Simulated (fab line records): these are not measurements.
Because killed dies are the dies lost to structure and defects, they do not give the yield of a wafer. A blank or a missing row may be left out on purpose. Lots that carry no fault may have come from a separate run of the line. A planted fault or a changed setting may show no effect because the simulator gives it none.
Split-lot experiment || flow n5_finfet || 39 wafers read from 7 lots, route of 1938 steps

ABOUT THE SPLIT
At N5_BEOL_M9_DEP_56 (deposits SiCN from 3MS/NH3, target thk 15 nm, time 26.5 s), the setting time_s was moved away from the recipe's 26.5 s on 12 of the 39 wafers read, by -39.8% to +40.7%. All remaining wafers had this setting at the recipe value.

The split's own step is where the reading is taken.

THE READING
SiCN_of_BEOL_M9_DEP_56.thk_nm (the simulator's own value, which no gauge read), in nm, at N5_BEOL_M9_DEP_56 (deposits SiCN from 3MS/NH3, target thk 15 nm, time 26.5 s). There is no usual value for it anywhere in the file. The 27 wafers here that ran the recipe average 14.9 nm, standard deviation 0.21 nm.

{"wafer": "L076.1", "tool, chamber at the split": "pecvd-04, 1,0", "time_s as run, s": 26.5, "against the recipe": "recipe", "SiCN_of_BEOL_M9_DEP_56.thk_nm, nm": 15, "against lot-mates on the recipe": "-"}
{"wafer": "L076.2", "tool, chamber at the split": "pecvd-04, 1,0", "time_s as run, s": 26.5, "against the recipe": "recipe", "SiCN_of_BEOL_M9_DEP_56.thk_nm, nm": 15, "against lot-mates on the recipe": "-"}
{"wafer": "L076.3", "tool, chamber at the split": "pecvd-04, 2", "time_s as run, s": 32.77, "against the recipe": "+23.7%", "SiCN_of_BEOL_M9_DEP_56.thk_nm, nm": 18.4, "against lot-mates on the recipe": "+3.3"}
{"wafer": "L076.4", "tool, chamber at the split": "pecvd-04, 2", "time_s as run, s": 26.5, "against the recipe": "recipe", "SiCN_of_BEOL_M9_DEP_56.thk_nm, nm": 15.2, "against lot-mates on the recipe": "-"}
{"wafer": "L076.5", "tool, chamber at the split": "pecvd-04, 1", "time_s as run, s": 32.77, "against the recipe": "+23.7%", "SiCN_of_BEOL_M9_DEP_56.thk_nm, nm": 18.6, "against lot-mates on the recipe": "+3.5"}
{"wafer": "L076.6", "tool, chamber at the split": "pecvd-04, 0", "time_s as run, s": 32.77, "against the recipe": "+23.7%", "SiCN_of_BEOL_M9_DEP_56.thk_nm, nm": 18.8, "against lot-mates on the recipe": "+3.7"}
{"wafer": "L078.1", "tool, chamber at the split": "pecvd-02, 0", "time_s as run, s": 26.5, "against the recipe": "recipe", "SiCN_of_BEOL_M9_DEP_56.thk_nm, nm": 14.6, "against lot-mates on the recipe": "-"}
{"wafer": "L078.2", "tool, chamber at the split": "pecvd-02, 1,0", "time_s as run, s": 31.84, "against the recipe": "+20.2%", "SiCN_of_BEOL_M9_DEP_56.thk_nm, nm": 17.8, "against lot-mates on the recipe": "+3.0"}
{"wafer": "L078.4", "tool, chamber at the split": "pecvd-02, 1,0", "time_s as run, s": 31.84, "against the recipe": "+20.2%", "SiCN_of_BEOL_M9_DEP_56.thk_nm, nm": 17.8, "against lot-mates on the recipe": "+3.0"}
{"wafer": "L078.3", "tool, chamber at the split": "pecvd-02, 2", "time_s as run, s": 31.84, "against the recipe": "+20.2%", "SiCN_of_BEOL_M9_DEP_56.thk_nm, nm": 18, "against lot-mates on the recipe": "+3.2"}
{"wafer": "L078.5", "tool, chamber at the split": "pecvd-02, 1", "time_s as run, s": 26.5, "against the recipe": "recipe", "SiCN_of_BEOL_M9_DEP_56.thk_nm, nm": 14.8, "against lot-mates on the recipe": "-"}
{"wafer": "L078.6", "tool, chamber at the split": "pecvd-02, 2", "time_s as run, s": 26.5, "against the recipe": "recipe", "SiCN_of_BEOL_M9_DEP_56.thk_nm, nm": 15, "against lot-mates on the recipe": "-"}
{"wafer": "L085.1", "tool, chamber at the split": "pecvd-02, 0,1,0", "time_s as run, s": 26.5, "against the recipe": "recipe", "SiCN_of_BEOL_M9_DEP_56.thk_nm, nm": 14.8, "against lot-mates on the recipe": "-"}
{"wafer": "L085.2", "tool, chamber at the split": "pecvd-02, 0,1,0", "time_s as run, s": 26.5, "against the recipe": "recipe", "SiCN_of_BEOL_M9_DEP_56.thk_nm, nm": 14.8, "against lot-mates on the recipe": "-"}
{"wafer": "L085.5", "tool, chamber at the split": "pecvd-02, 0,1,0", "time_s as run, s": 26.5, "against the recipe": "recipe", "SiCN_of_BEOL_M9_DEP_56.thk_nm, nm": 14.8, "against lot-mates on the recipe": "-"}
{"wafer": "L085.3", "tool, chamber at the split": "pecvd-02, 2,1", "time_s as run, s": 26.5, "against the recipe": "recipe", "SiCN_of_BEOL_M9_DEP_56.thk_nm, nm": 15, "against lot-mates on the recipe": "-"}
{"wafer": "L085.4", "tool, chamber at the split": "pecvd-02, 2,1", "time_s as run, s": 26.5, "against the recipe": "recipe", "SiCN_of_BEOL_M9_DEP_56.thk_nm, nm": 15, "against lot-mates on the recipe": "-"}
{"wafer": "L085.6", "tool, chamber at the split": "pecvd-02, 2", "time_s as run, s": 26.5, "against the recipe": "recipe", "SiCN_of_BEOL_M9_DEP_56.thk_nm, nm": 15.4, "against lot-mates on the recipe": "-"}
{"wafer": "L090.1", "tool, chamber at the split": "pecvd-03, 0", "time_s as run, s": 15.96, "against the recipe": "-39.8%", "SiCN_of_BEOL_M9_DEP_56.thk_nm, nm": 9, "against lot-mates on the recipe": -6.0}
{"wafer": "L090.5", "tool, chamber at the split": "pecvd-03, 0", "time_s as run, s": 15.96, "against the recipe": "-39.8%", "SiCN_of_BEOL_M9_DEP_56.thk_nm, nm": 9, "against lot-mates on the recipe": -6.0}
{"wafer": "L090.2", "tool, chamber at the split": "pecvd-03, 1", "time_s as run, s": 26.5, "against the recipe": "recipe", "SiCN_of_BEOL_M9_DEP_56.thk_nm, nm": 14.8, "against lot-mates on the recipe": "-"}
{"wafer": "L090.3", "tool, chamber at the split": "pecvd-03, 2", "time_s as run, s": 15.96, "against the recipe": "-39.8%", "SiCN_of_BEOL_M9_DEP_56.thk_nm, nm": 9.2, "against lot-mates on the recipe": -5.8}
{"wafer": "L090.4", "tool, chamber at the split": "pecvd-03, 1", "time_s as run, s": 26.5, "against the recipe": "recipe", "SiCN_of_BEOL_M9_DEP_56.thk_nm, nm": 15, "against lot-mates on the recipe": "-"}
{"wafer": "L090.6", "tool, chamber at the split": "pecvd-03, 2", "time_s as run, s": 26.5, "against the recipe": "recipe", "SiCN_of_BEOL_M9_DEP_56.thk_nm, nm": 15.2, "against lot-mates on the recipe": "-"}
{"wafer": "L091.2", "tool, chamber at the split": "pecvd-04, 2", "time_s as run, s": 26.5, "against the recipe": "recipe", "SiCN_of_BEOL_M9_DEP_56.thk_nm, nm": 15, "against lot-mates on the recipe": "-"}
{"wafer": "L091.5", "tool, chamber at the split": "pecvd-04, 2,0", "time_s as run, s": 26.5, "against the recipe": "recipe", "SiCN_of_BEOL_M9_DEP_56.thk_nm, nm": 15.2, "against lot-mates on the recipe": "-"}
{"wafer": "L091.6", "tool, chamber at the split": "pecvd-04, 2,0", "time_s as run, s": 26.5, "against the recipe": "recipe", "SiCN_of_BEOL_M9_DEP_56.thk_nm, nm": 15.2, "against lot-mates on the recipe": "-"}
{"wafer": "L092.1", "tool, chamber at the split": "pecvd-02, 2,0", "time_s as run, s": 26.5, "against the recipe": "recipe", "SiCN_of_BEOL_M9_DEP_56.thk_nm, nm": 14.8, "against lot-mates on the recipe": "-"}
{"wafer": "L092.4", "tool, chamber at the split": "pecvd-02, 2,0", "time_s as run, s": 26.5, "against the recipe": "recipe", "SiCN_of_BEOL_M9_DEP_56.thk_nm, nm": 14.8, "against lot-mates on the recipe": "-"}
{"wafer": "L092.2", "tool, chamber at the split": "pecvd-02, 0", "time_s as run, s": 26.5, "against the recipe": "recipe", "SiCN_of_BEOL_M9_DEP_56.thk_nm, nm": 14.4, "against lot-mates on the recipe": "-"}
{"wafer": "L092.3", "tool, chamber at the split": "pecvd-02, 2", "time_s as run, s": 26.5, "against the recipe": "recipe", "SiCN_of_BEOL_M9_DEP_56.thk_nm, nm": 15, "against lot-mates on the recipe": "-"}
{"wafer": "L092.6", "tool, chamber at the split": "pecvd-02, 2", "time_s as run, s": 26.5, "against the recipe": "recipe", "SiCN_of_BEOL_M9_DEP_56.thk_nm, nm": 15, "against lot-mates on the recipe": "-"}
{"wafer": "L092.5", "tool, chamber at the split": "pecvd-02, 0", "time_s as run, s": 26.5, "against the recipe": "recipe", "SiCN_of_BEOL_M9_DEP_56.thk_nm, nm": 14.6, "against lot-mates on the recipe": "-"}
{"wafer": "L097.1", "tool, chamber at the split": "pecvd-03, 1", "time_s as run, s": 26.5, "against the recipe": "recipe", "SiCN_of_BEOL_M9_DEP_56.thk_nm, nm": 14.8, "against lot-mates on the recipe": "-"}
{"wafer": "L097.2", "tool, chamber at the split": "pecvd-03, 2,0", "time_s as run, s": 26.5, "against the recipe": "recipe", "SiCN_of_BEOL_M9_DEP_56.thk_nm, nm": 15, "against lot-mates on the recipe": "-"}
{"wafer": "L097.3", "tool, chamber at the split": "pecvd-03, 2,0", "time_s as run, s": 26.5, "against the recipe": "recipe", "SiCN_of_BEOL_M9_DEP_56.thk_nm, nm": 15, "against lot-mates on the recipe": "-"}
{"wafer": "L097.4", "tool, chamber at the split": "pecvd-03, 0,1", "time_s as run, s": 37.28, "against the recipe": "+40.7%", "SiCN_of_BEOL_M9_DEP_56.thk_nm, nm": 21.2, "against lot-mates on the recipe": "+6.3"}
{"wafer": "L097.6", "tool, chamber at the split": "pecvd-03, 0,1", "time_s as run, s": 37.28, "against the recipe": "+40.7%", "SiCN_of_BEOL_M9_DEP_56.thk_nm, nm": 21.2, "against lot-mates on the recipe": "+6.3"}
{"wafer": "L097.5", "tool, chamber at the split": "pecvd-03, 2", "time_s as run, s": 37.28, "against the recipe": "+40.7%", "SiCN_of_BEOL_M9_DEP_56.thk_nm, nm": 21, "against lot-mates on the recipe": "+6.1"}
When a row names more than one chamber, that row covers several wafers, and the file does not tell which wafer ran in which chamber.

THE FIT
A straight line over all 39 wafers: SiCN_of_BEOL_M9_DEP_56.thk_nm changes by +0.15 nm for each +1% of time_s; r = +1.00; the points scatter about the line by 0.2 nm.
The same after taking each lot's own level away (the mean of its wafers on the recipe; 39 wafers): +0.151 nm for each +1%; r = +1.00; scatter 0.16 nm.
Per that fit: largest time_s move, reading shift of 6.1 nm.
The lots' own levels span 14.77 to 15.13 nm, that is 1.7 times the standard deviation above.
Consequently the slope shifts little with the lot-to-lot level, the two slopes agreeing.
Check: for one of the wafers moved furthest among these (+40.7%), held out of the fit, the line's prediction against its lot-mates is +6.12 nm. Against them it came out at +6.27 nm.

OTHER SPLITS APPLIED TO THESE WAFERS
Other splits were also applied to these wafers ahead of the reading. Each is held against what the fit with the lots' levels taken away leaves over:
{"other split on the same wafers": "N5_ZERO_LAYER_PECVD_02 time_s", "wafers away from the commonest value": 12, "r with SiCN_of_BEOL_M9_DEP_56.thk_nm (lot level and that fit taken away)": -0.01}
{"other split on the same wafers": "N5_PMOS_HMC_CHANNEL_EPI_HM_DEP_34 target_thk_a", "wafers away from the commonest value": 9, "r with SiCN_of_BEOL_M9_DEP_56.thk_nm (lot level and that fit taken away)": -0.07}
{"other split on the same wafers": "N5_SD_EPI_N_ETCH_45 target_depth_a", "wafers away from the commonest value": 9, "r with SiCN_of_BEOL_M9_DEP_56.thk_nm (lot level and that fit taken away)": -0.19}
{"other split on the same wafers": "N5_BEOL_M3_ETCH_41 target_depth_a", "wafers away from the commonest value": 9, "r with SiCN_of_BEOL_M9_DEP_56.thk_nm (lot level and that fit taken away)": -0.06}
{"other split on the same wafers": "N5_BEOL_M5_ILD_DEP_00 time_s", "wafers away from the commonest value": 12, "r with SiCN_of_BEOL_M9_DEP_56.thk_nm (lot level and that fit taken away)": "+0.14"}
{"other split on the same wafers": "N5_BEOL_M7_DEP_56 target_thk_a", "wafers away from the commonest value": 12, "r with SiCN_of_BEOL_M9_DEP_56.thk_nm (lot level and that fit taken away)": "+0.11"}

FILE'S OWN FIT
SiCN_of_BEOL_M9_DEP_56.thk_nm changes by +0.151 nm for each +1% of time_s, r = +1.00.
